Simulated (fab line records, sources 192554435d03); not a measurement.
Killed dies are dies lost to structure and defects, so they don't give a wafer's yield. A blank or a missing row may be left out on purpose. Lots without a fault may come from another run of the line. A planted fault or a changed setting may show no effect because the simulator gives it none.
Chamber matching | flow n5_finfet | N5_BEOL_M13_DESCUM_33 on rie_diel-02: 4 sister chambers
The step chemistry O2, time 7.9 s. 8 wafers are shown with their chamber, then 12 later ones without.

WAFERS WITH THEIR CHAMBER
wafer  | chamber | showerhead_plenum_p_Torr (Torr) | throttle_valve_pct (%)
L082.1 | 2       | 2.13                            | 20.03
L083.3 | 1       | 2.15                            | 20.10
L085.2 | 1       | 2.15                            | 20.09
L085.3 | 3       | 2.03                            | 20.45
L085.5 | 2       | 2.12                            | 20.05
L089.1 | 3       | 2.03                            | 20.48
L089.3 | 0       | 1.98                            | 20.58
L089.5 | 0       | 1.98                            | 20.58

WAFERS WITHOUT THEIR CHAMBER
wafer  | showerhead_plenum_p_Torr (Torr) | throttle_valve_pct (%)
L088.1 | 1.98                            | 20.58
L088.2 | 2.12                            | 20.07
L088.3 | 2.03                            | 20.49
L092.2 | 2.15                            | 20.12
L092.4 | 2.12                            | 20.08
L092.6 | 2.12                            | 20.07
L095.4 | 2.02                            | 20.49
L095.5 | 2.14                            | 20.13
L095.6 | 2.12                            | 20.10
L097.2 | 2.02                            | 20.50
L097.3 | 2.14                            | 20.13
L097.6 | 2.02                            | 20.49

WHICH CHAMBER EACH WENT THROUGH
wafer  | from the rows above | in truth
L088.1 | 0                   | 0
L088.2 | 2                   | 2
L088.3 | 3                   | 3
L092.2 | 1                   | 1
L092.4 | 2                   | 2
L092.6 | 2                   | 2
L095.4 | 3                   | 3
L095.5 | 1                   | 1
L095.6 | 2                   | 2
L097.2 | 3                   | 3
L097.3 | 1                   | 1
L097.6 | 3                   | 3
Placed correctly: 12 of 12. Can't be placed from these rows: 0. Placed wrongly: 0.
How it was worked out, from the rows above alone: a wafer's distance from a chamber is the root of the sum, over the readings, of the square of ((its reading less the chamber's mean) divided by the reading's scatter). The wafer belongs to the nearest chamber; if the next one is less than 2 further off, it can't be placed. A chamber's mean is the mean of its shown wafers. The scatter: the root of (the sum of the squares of (reading less its chamber's mean) over the shown wafers, divided by (wafers less chambers)).
